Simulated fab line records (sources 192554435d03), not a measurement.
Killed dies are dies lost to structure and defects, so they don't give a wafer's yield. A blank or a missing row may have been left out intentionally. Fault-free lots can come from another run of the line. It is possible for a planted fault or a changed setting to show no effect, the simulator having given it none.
Comparing a struck lot with a sound one | flow n5 finfet | 38 out of 1938 route steps
Sound: the wafers L715.1, L715.5, L715.6. Wafers struck: L705.1, L705.3, L705.4. At the end, the cause is stated.
For every step that has rows: the tool of each side, followed by ch and its chambers, followed by its first start. Under that, the readings that differ: sound wafers | struck wafers | difference of the means | sigmas: that difference in standard deviations of wafers without a fault.
alike: readings whose means differ by less than 2 such deviations, and words and numbers that are the same on both sides. not compared: withheld readings, readings that some wafer has no value for, bounds like >300 that may hide the same value, and numbers for which the record gives no deviation and whose values overlap.
The two part at a step that has a row with sigmas, a row that says differs or no value, or rows on one side only. Numbers that have no deviation but don't overlap get no sigmas and don't part them. A reading missing from all wafers of one side parts the sides only when that side holds two or more wafers.

first, 9 steps without rows for these wafers: N5_BEOL_M4_ANNEAL_95 (time 240 s); N5_BEOL_M4_SPUTTER_96 (material Cu, target thk 4.5 nm, time 8.29 s); N5_BEOL_M4_ECD_50 (material Cu, target thk 300 nm); N5_BEOL_M4_ANNEAL_51 (time 90 s); N5_BEOL_M4_CMP_52 (polishes, stops on SiOC, t overpolish 6.8 s, target thk 40 nm); N5_BEOL_M4_PRE_CLEAN_60 (time 15 s); N5_BEOL_M4_CO_CAP_55 (material Co, precursor CCTBA/H2, target thk 2 nm, time 102.1 s); N5_BEOL_M4_PRE_CLEAN_56 (time 15 s); N5_BEOL_M4_DEP_57 (deposits SiCN from 3MS/NH3, target thk 8 nm, time 14 s).
N5_BEOL_M4_RC_MEAS_101:
  sound on prober-01 ch 0, day 10 11:02; struck on prober-02 ch 0, day 8 11:34
  alike: DIBL_N, DIBL_P, IOFF_N, IOFF_P, ION_N, ION_P, SS_N, SS_P, VT_N, VT_P
then, 24 steps without rows for these wafers: N5_BEOL_M5_ILD_DEP_00 (deposits SiCOH lowk from DEMS/porogen, target thk 140.64 nm, time 25.9 s); N5_BEOL_M5_CURE_79 (cures SiCOH lowk, time 240 s); N5_BEOL_M5_PECVD_70 (deposits SiO2 from TEOS/O2, target thk 16 nm, time 18 s); N5_BEOL_M5_HM_DEP_02 (deposits TiN, target thk 20 nm); N5_BEOL_M5_COAT_59 (time 60 s, resist thk 60 nm); N5_BEOL_M5_COAT_60 (time 60 s, resist thk 12 nm); N5_BEOL_M5_COAT_71 (time 60 s, resist thk 5 nm); N5_BEOL_M5_COAT_05 (resist thk 30 nm); N5_BEOL_M5_EBR_07; N5_BEOL_M5_SOFTBAKE_06 (time 60 s); N5_BEOL_M5_EXPOSE_08 (exposes mask M5, target cd 28 nm); N5_BEOL_M5_PEB_09 (peb time 60 s); N5_BEOL_M5_DEVELOP_10 (develop time 30 s); N5_BEOL_M5_DESCUM_16 (chemistry O2, time 7 s); N5_BEOL_M5_ETCH_72 (etches underlayer in N2/H2, target depth 6.5 nm, time 5.2 s); N5_BEOL_M5_ETCH_61 (etches SiARC in CF4, target depth 15.6 nm, time 26 s); N5_BEOL_M5_ETCH_62 (etches SOC in N2/H2, target depth 75 nm, overetch 15 nm, time 112.5 s); N5_BEOL_M5_STRIP_63 (strips in N2/H2); N5_BEOL_M5_STRIP_73 (strips in N2/H2); N5_BEOL_M5_STRIP_64 (strips in CF4); N5_BEOL_M5_HM_OPEN_17 (chemistry Cl2/BCl3, target TiN, target depth 20 nm, overetch 6 nm); N5_BEOL_M5_STRIP_19 (strips in O2); N5_BEOL_M5_COAT_65 (time 60 s, resist thk 60 nm); N5_BEOL_M5_COAT_66 (time 60 s, resist thk 12 nm).
-- here the record skips 3 days between the struck wafers' starts before and after, leaving off in module BEOL_M5 and picking up in module BEOL_M13 (first step shown: number 1708 of the route) --
N5_BEOL_M13_ECD_47: material Cu, target thk 936 nm.
  sound on ecd cu-01 ch 0,1, day 13 12:13; struck on ecd cu-01 ch 0,1, day 11 12:06
N5_BEOL_M13_THK_MEAS_50: measures by xrf.
  sound on film metro-02, day 13 13:03; struck on film metro-02, day 11 12:52
  reading      | sound       | struck | difference                    | sigmas
  M13_THK (nm) | 433 417 428 | - - -  | no value on the struck wafers |
N5_BEOL_M13_RS_MEAS_54: the measuring method here is four-point-probe.
  sound on film metro-02, day 13 13:11; struck on film metro-02, day 11 12:59
  reading         | sound                | struck               | difference | sigmas
  M13_RS (ohm/sq) | 0.0446 0.0463 0.0450 | 54.607 56.175 56.107 | +55.584    | +99 or more
N5_PASSIVATION_PROBE_49:
  only the struck wafers here have rows in the record (prober-02, day 12 17:48); the sound ones have none

== WHERE THEY PART ==
Earliest at N5_BEOL_M13_THK_MEAS_50; latest, in this record, at N5_PASSIVATION_PROBE_49.

WHY: whatever the simulator had introduced
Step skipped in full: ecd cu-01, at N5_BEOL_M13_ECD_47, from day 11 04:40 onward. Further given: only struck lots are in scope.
